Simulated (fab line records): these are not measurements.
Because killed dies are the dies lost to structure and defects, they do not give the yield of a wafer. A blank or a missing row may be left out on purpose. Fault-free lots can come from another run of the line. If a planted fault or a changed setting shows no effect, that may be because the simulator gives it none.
Chamber matching -- flow n5-finfet -- N5_BEOL_M4_CMP_52 on cmp-02 has 4 sister chambers
The step polishes, stops on SiOC, t overpolish 6.8 s, target thk 40 nm. 22 wafers are shown with their chamber, then 11 later ones without.

## EACH WAFER AND ITS CHAMBER
wafer,chamber,motor-current-A (A),barrier-field-endpoint-s (s),time-to-endpoint-s (s)
L074.3,0,6.1,25.1,65
L074.4,1,5.0,26.1,70
L074.5,2,4.5,24.7,63
L082.1,3,5.5,26.4,68
L082.2,0,6.0,25.3,62
L082.6,3,5.7,27.1,69
L081.2,2,4.6,24.9,62
L081.5,2,4.7,24.7,61
L081.6,3,5.4,25.7,69
L083.4,1,5.2,25.5,64
L083.5,0,6.1,25.3,66
L083.6,1,5.3,25.1,64
L084.2,1,5.4,25.0,65
L084.4,0,6.2,25.4,68
L084.6,2,4.9,25.0,66
L087.1,0,6.2,25.2,63
L087.2,1,5.2,25.3,66
L087.3,3,5.4,25.6,70
L089.4,1,5.3,23.9,59
L089.5,3,5.6,25.7,68
L089.6,2,4.5,24.5,60
L088.1,2,4.5,24.8,62

SIGNATURES (means of the wafers above)
reading,chamber 0,chamber 1,chamber 2,chamber 3,scatter within a chamber
motor-current-A,6.120,5.233,4.617,5.520,0.133
barrier-field-endpoint-s,25.260,25.150,24.767,26.100,0.5
time-to-endpoint-s,64.80,64.67,62.33,68.80,2.48
Rule: for a wafer and a chamber, the distance is found by dividing, reading by reading, the gap between the wafer's reading and the chamber's mean by the reading's scatter, squaring, summing and taking the root. If the next closest chamber is less than 2 further off than the closest, the wafer can't be placed; otherwise it belongs to the closest. The scatter is the square root of a quotient: the sum, over the shown wafers, of each reading's squared deviation from its chamber's mean, divided by wafers minus chambers.

## WAFERS WITHOUT THEIR CHAMBER
wafer,motor-current-A (A),barrier-field-endpoint-s (s),time-to-endpoint-s (s)
L088.3,5.5,25.8,71
L088.4,5.2,24.9,63
L090.1,5.7,24.5,63
L090.2,4.5,25.3,64
L090.3,5.5,25.3,65
L094.2,6.3,24.8,69
L094.3,4.5,25.2,67
L094.6,4.6,24.8,66
L096.3,5.4,24.6,62
L096.4,6.0,24.1,63
L096.6,4.8,24.8,62

## WHICH CHAMBER EACH WENT THROUGH
wafer,from the rows above,in truth
L088.3,3,3
L088.4,1,1
L090.1,can't be placed: 0 or 1 or 3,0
L090.2,2,2
L090.3,can't be placed: 1 or 3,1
L094.2,0,0
L094.3,2,2
L094.6,2,2
L096.3,1,1
L096.4,0,0
L096.6,2,2
Correct placement for 9 of the 11. Can't be placed from these rows: 2 (the true chamber is among the candidates in 2). Wrongly placed: 0.
